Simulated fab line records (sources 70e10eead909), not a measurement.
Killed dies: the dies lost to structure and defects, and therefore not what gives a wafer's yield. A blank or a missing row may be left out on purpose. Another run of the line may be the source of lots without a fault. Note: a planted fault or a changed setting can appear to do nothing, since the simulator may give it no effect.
Which of the tools did it? -- flow nandHarc -- 12 lots, 36 wafers sampled, at 6 steps of a route of 1302

== WHAT THE GAUGES READ, wafer by wafer ==
NHARC_P_GATE_CD_MEAS_91 targets a cd of 2000 nm.
lot,measured,on,cdNm (nm)
L585,day 5 10:26,cdSem-02,2001.4 2002.6 1997.0
L587,day 6 16:23,cdSem-03,1970.0 1966.0 1969.9
L591,day 8 00:52,cdSem-02,2002.0 2000.7 2001.3
L596,day 10 07:59,cdSem-03,2000.2 2002.9 2000.6
L598,day 11 02:21,cdSem-03,2003.6 2000.4 2003.0
L599,day 12 00:09,cdSem-02,2001.7 2004.8 2001.0
L600,day 12 00:39,cdSem-03,1999.5 2001.2 2000.0
L602,day 13 01:02,cdSem-03,2001.0 2002.5 2001.6
L603,day 13 01:14,cdSem-01,2001.8 2000.6 2001.9
L604,day 13 19:10,cdSem-01,1999.0 1999.9 2002.5
L607,day 14 16:06,cdSem-02,2003.4 2002.0 1997.8
L608,day 15 10:47,cdSem-02,2003.2 2001.5 2002.3

NHARC_END_SORT_01.
lot,measured,on,killedAtArray,killedAtOther,killedAtPeriphery,killedDies,killedOpen,killedShort
L598,day 30 00:38,prober-01,38 43 49,0 0 2,9 12 7,47 55 58,1 3 4,1 3 2
L599,day 31 10:38,prober-02,85 68 83,1 0 0,2 0 1,88 68 84,9 1 3,2 1 6
L602,day 32 04:25,prober-01,91 84 80,0 3 1,3 8 4,94 95 85,3 9 1,2 3 0
L603,day 32 04:25,prober-02,61 58 56,0 1 0,2 13 8,63 72 64,0 4 7,0 5 0
L604,day 32 18:08,prober-01,65 69 53,0 1 0,4 9 6,69 79 59,3 6 1,5 3 3

== EACH LOT AND THE TOOL THAT RAN IT (in order: tool; ch and the chambers of the sampled wafers; start) ==
lot,NHARC_P_GATE_STRIP_76,NHARC_P_GATE_EXPOSE_88,NHARC_P_GATE_DESCUM_93,NHARC_P_GATE_RTA_64
L585,"plasmaAsher-01 ch 0, day 5 09:31","krfScanner-01 ch 0, day 5 10:16","rieDiel-11 ch 0,3, day 5 10:36","rtpAnneal-02 ch 0, day 5 12:16"
L587,"plasmaAsher-02 ch 0,1, day 6 15:28","krfScanner-02 ch 0, day 6 16:14","rieDiel-04 ch 0,1,3, day 6 16:32","rtpAnneal-02 ch 0, day 6 18:11"
L591,"plasmaAsher-02 ch 0,1, day 7 23:58","krfScanner-01 ch 0, day 8 00:43","rieDiel-11 ch 0,2,3, day 8 01:02","rtpAnneal-02 ch 0, day 8 02:40"
L596,"plasmaAsher-01 ch 0,1, day 10 07:04","krfScanner-03 ch 0, day 10 07:49","rieDiel-04 ch 1,2,3, day 10 08:09","rtpAnneal-02 ch 0, day 10 09:49"
L598,"plasmaAsher-02 ch 0,1, day 11 01:26","krfScanner-02 ch 0, day 11 02:11","rieDiel-03 ch 0,1,3, day 11 02:31","rtpAnneal-01 ch 0, day 11 04:11"
L599,"plasmaAsher-01 ch 0,1, day 11 23:22","krfScanner-02 ch 0, day 12 00:00","rieDiel-04 ch 0,1,3, day 12 00:19","rtpAnneal-02 ch 0, day 12 01:58"
L600,"plasmaAsher-01 ch 0,1, day 11 23:53","krfScanner-02 ch 0, day 12 00:30","rieDiel-11 ch 1,3, day 12 00:49","rtpAnneal-01 ch 0, day 12 02:37"
L602,"plasmaAsher-02 ch 0,1, day 13 00:08","krfScanner-01 ch 0, day 13 00:53","rieDiel-11 ch 2,3, day 13 01:12","rtpAnneal-02 ch 0, day 13 02:56"
L603,"plasmaAsher-01 ch 0,1, day 13 00:20","krfScanner-03 ch 0, day 13 01:05","rieDiel-11 ch 0,2,3, day 13 01:25","rtpAnneal-01 ch 0, day 13 03:07"
L604,"plasmaAsher-01 ch 0,1, day 13 18:14","krfScanner-02 ch 0, day 13 19:00","rieDiel-03 ch 0,1,3, day 13 19:20","rtpAnneal-01 ch 0, day 13 20:58"
L607,"plasmaAsher-01 ch 0,1, day 14 15:18","krfScanner-02 ch 0, day 14 15:56","rieDiel-04 ch 0,3, day 14 16:16","rtpAnneal-01 ch 0, day 14 17:57"
L608,"plasmaAsher-02 ch 0,1, day 15 09:59","krfScanner-02 ch 0, day 15 10:38","rieDiel-11 ch 0,1,3, day 15 10:56","rtpAnneal-01 ch 0, day 15 12:35"
- NHARC_P_GATE_STRIP_76: strips in O2.
- NHARC_P_GATE_EXPOSE_88: exposes mask P HVN, target cd 2000 nm.
- NHARC_P_GATE_DESCUM_93: chemistry O2, time 3 s.
- NHARC_P_GATE_RTA_64: time 1 s.

== AS READ BY THE TOOLS THEMSELVES (means over the sampled wafers that have a number; for cases with no such wafer, the mark the record gives instead) ==
NHARC_P_GATE_STRIP_76.
lot,tool,drypumpMotorCurrentA (A),heaterPowerW (W)
L585,plasmaAsher-01,6.2,337
L587,plasmaAsher-02,5.8,291
L591,plasmaAsher-02,5.8,292
L596,plasmaAsher-01,6.0,328
L598,plasmaAsher-02,5.8,291
L599,plasmaAsher-01,6.0,331
L600,plasmaAsher-01,5.9,334
L602,plasmaAsher-02,5.8,297
L603,plasmaAsher-01,5.9,337
L604,plasmaAsher-01,6.0,335
L607,plasmaAsher-01,6.0,332
L608,plasmaAsher-02,5.8,299

NHARC_P_GATE_DESCUM_93.
lot,tool,drypumpMotorCurrentA (A),oesProductAu (a.u.),rfVppV (V),showerheadPlenumPTorr (Torr),throttleValvePct (%)
L585,rieDiel-11,5.6,1.002,57.7,1.97,11.312
L587,rieDiel-04,5.5,1.000,59.2,2.05,11.313
L591,rieDiel-11,5.9,0.989,58.6,1.95,11.323
L596,rieDiel-04,5.6,0.994,58.1,2.04,11.312
L598,rieDiel-03,5.7,1.006,58.1,1.96,11.310
L599,rieDiel-04,5.5,0.993,57.9,2.05,11.312
L600,rieDiel-11,5.1,1.001,58.2,2.00,11.310
L602,rieDiel-11,5.8,1.005,58.6,1.98,11.308
L603,rieDiel-11,5.9,1.009,58.2,1.95,11.322
L604,rieDiel-03,5.7,0.995,57.8,1.96,11.313
L607,rieDiel-04,5.7,1.012,57.9,2.05,11.310
L608,rieDiel-11,5.3,1.012,57.5,1.98,11.309

NHARC_P_GATE_RTA_64.
lot,tool,lampPowerPct (%),lamp_zone_3_pct (%),wafer_temp_C_max
L585,rtpAnneal-02,37.2,37.2,1054.9
L587,rtpAnneal-02,37.2,37.2,1053.9
L591,rtpAnneal-02,37.2,37.2,1054.7
L596,rtpAnneal-02,37.2,37.2,1054.1
L598,rtpAnneal-01,33.7,33.7,1058.1
L599,rtpAnneal-02,37.2,37.3,1055.2
L600,rtpAnneal-01,33.7,33.7,1058.6
L602,rtpAnneal-02,37.2,37.2,1055.2
L603,rtpAnneal-01,33.7,33.6,1057.6
L604,rtpAnneal-01,33.7,33.7,1059.0
L607,rtpAnneal-01,33.6,33.6,1059.7
L608,rtpAnneal-01,33.7,33.6,1059.4

== THE ANSWER, worked out from the rows above alone ==
Rule: the usual values come from the lots themselves. The widest of any qualifying gaps counts: lots, ordered by their means at a reading, are off when they make up no more than a third of the lots, leave a main group of 4 or more, and stand apart from it by 3 or more times the standard deviation of that group's means. Not used: any main group whose means are identical at the precision the tables above print for the reading. A lot without any number at a reading at which 4 lots or more have one is off too. The other lots that the step has rows for count as sound. The gauges are gone through in route order, then the tools' own readings, and for those a lot's mean is taken as printed above. The first step at which some lot is off is used, and at that step the reading that is off furthest; a lot without a number counts as furthest.
Off at NHARC_P_GATE_CD_MEAS_91 (cdNm): L587. For the main group the mean is 2001.4 nm and the standard deviation 0.77.
A tool fits if, at a process step before that reading, it ran every lot that is off, and no sound lot after the first of them. Those tools and the gauges at NHARC_P_GATE_CD_MEAS_91 are tried in the same way. Of those tried, none fits.

== WHAT THE SIMULATOR HAD PUT IN ==
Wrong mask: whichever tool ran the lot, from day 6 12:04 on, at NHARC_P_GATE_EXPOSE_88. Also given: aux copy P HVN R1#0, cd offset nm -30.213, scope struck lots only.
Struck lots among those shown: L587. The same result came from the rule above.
